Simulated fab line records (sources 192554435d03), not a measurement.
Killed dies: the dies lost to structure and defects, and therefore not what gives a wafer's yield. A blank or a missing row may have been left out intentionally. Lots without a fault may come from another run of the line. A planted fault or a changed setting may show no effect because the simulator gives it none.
Problem report, 8D (eight disciplines) form, completed by code	flow n5_finfet	the parts of the form that need people (team, actions taken, sign-off) are left out

## 1. WHAT IS WRONG
At N5_BEOL_M6_INSPECT_13, raw_defect_count averages 1554 over 4 wafers from 2 lots, while fault-free wafers read 430, standard deviation 98. Relative to the usual mean, that is a shift of +11 standard deviations.
The step: inspects for defects (brightfield).
Seen first at day 12 17:02 on defect_inspect-02, wafer L608.2. The record has a number at this step for 29 wafers belonging to 10 lots. Rule for "out" (also "out of limits"): further than 4 standard deviations from the usual mean. Any other wafer with a number is counted as sound.

## 2. WHAT IT IS; WHAT IT IS NOT
question	is	is not
which readings at this step	raw_defect_count	-
which lots	L608, L610	L596, L597, L598, L599, L615, L616, L617, L618
which wafers of those lots	L608.2, L608.6, L610.3, L610.6	L608.5, L610.1
read on which gauges	defect_inspect-02	defect_inspect-01
when	from day 12 17:02	up to then (12 sound wafers); but 13 sound wafers of L610, L615, L616, L617, L618 came after

## 3. THE SUSPECTS, EACH WITH WHAT RULES IT OUT
Counting: a tool at a process step up to the reading stays a suspect if it ran every lot that is out. Sound lots after the first of them don't rule it out here, since some wafers of a struck lot are sound.
- ruled out: the gauge at N5_BEOL_M6_INSPECT_13. All the wafers that are out were read on defect_inspect-02, but those of them that N5_PASSIVATION_PROBE_49 has rows for are out there too, on other tools.
- cvd_co-02 at N5_BEOL_M5_CO_CAP_78 (material Co, precursor CCTBA/H2, target thk 2 nm, time 102.1 s): kept. Ran every lot that is out, first one L608 (day 12 13:52); last sound lot up to then L598 (day 10 11:36).
- pecvd-02 at N5_BEOL_M6_PECVD_70 (deposits SiO2 from TEOS/O2, target thk 20 nm, time 22.7 s): kept. Ran every lot that is out, first one L608 (day 12 14:45); last sound lot up to then L597 (day 10 04:31).
- The sound lot-mates ran in chamber 1 of pecvd-02 at N5_BEOL_M6_PECVD_70, but the wafers that are out ran in chamber 0.
After counting, cvd_co-02 at N5_BEOL_M5_CO_CAP_78 and pecvd-02 at N5_BEOL_M6_PECVD_70 remain.

## 4. THE CAUSE (what the simulator had put in)
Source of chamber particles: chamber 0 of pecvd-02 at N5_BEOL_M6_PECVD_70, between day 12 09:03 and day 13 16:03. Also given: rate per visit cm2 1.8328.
Counting left 2 suspects, and this tool is among them.

## 5. THE EFFECT CHAIN, in route order
One row per reading whose mean, taken over the struck wafers that have a number, lies over 3 standard deviations from the usual. Scope: only readings with a usual standard deviation given in the record; hours: median across lots of the time from each lot's start at the first step in this table that gives one to its start at this step; sigmas: change in usual standard deviations.
hours	step	reading	usual	on struck wafers	change	sigmas
0	N5_BEOL_M6_INSPECT_13	raw_defect_count	430	1554	+1124	+11
2	N5_BEOL_M6_INSPECT_30	raw_defect_count	431	1539	+1108	+11
88	N5_PASSIVATION_PROBE_49	defect_limited_yield	91.6 %	84.5	-7.0	-5.0
88	N5_PASSIVATION_PROBE_49	killed_at_M4_up	13	104	+91	+17
88	N5_PASSIVATION_PROBE_49	killed_dies	99	182	+84	+5.2
88	N5_PASSIVATION_PROBE_49	killed_on_rim	13	33	+20	+4.7
88	N5_PASSIVATION_PROBE_49	sort_bin_5_function	4.9 %	8.9	+4.0	+4.5
88	N5_PASSIVATION_PROBE_49	sort_n_pass	1081	998	-84	-4.9
88	N5_PASSIVATION_PROBE_49	sort_yield_pct	91.6 %	84.5	-7.0	-5.0
Here are the process steps it includes:
- N5_PASSIVATION_PROBE_49

## 6. WHAT WOULD HAVE CAUGHT IT SOONER
Counted from the fault's start at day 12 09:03, it took 8 hours until the first out-of-limits reading at a measuring or inspecting step in this record, taken at day 12 17:02.
Tool readings at N5_BEOL_M6_PECVD_70 with a usual standard deviation given in the record: none out on any struck wafer, hence no alarm at a limit of 4 standard deviations on them.
Among the 2 lots that are out, L610 began N5_BEOL_M6_PECVD_70 on pecvd-02 after day 12 17:02. Putting the tool on hold at that point would have spared it.
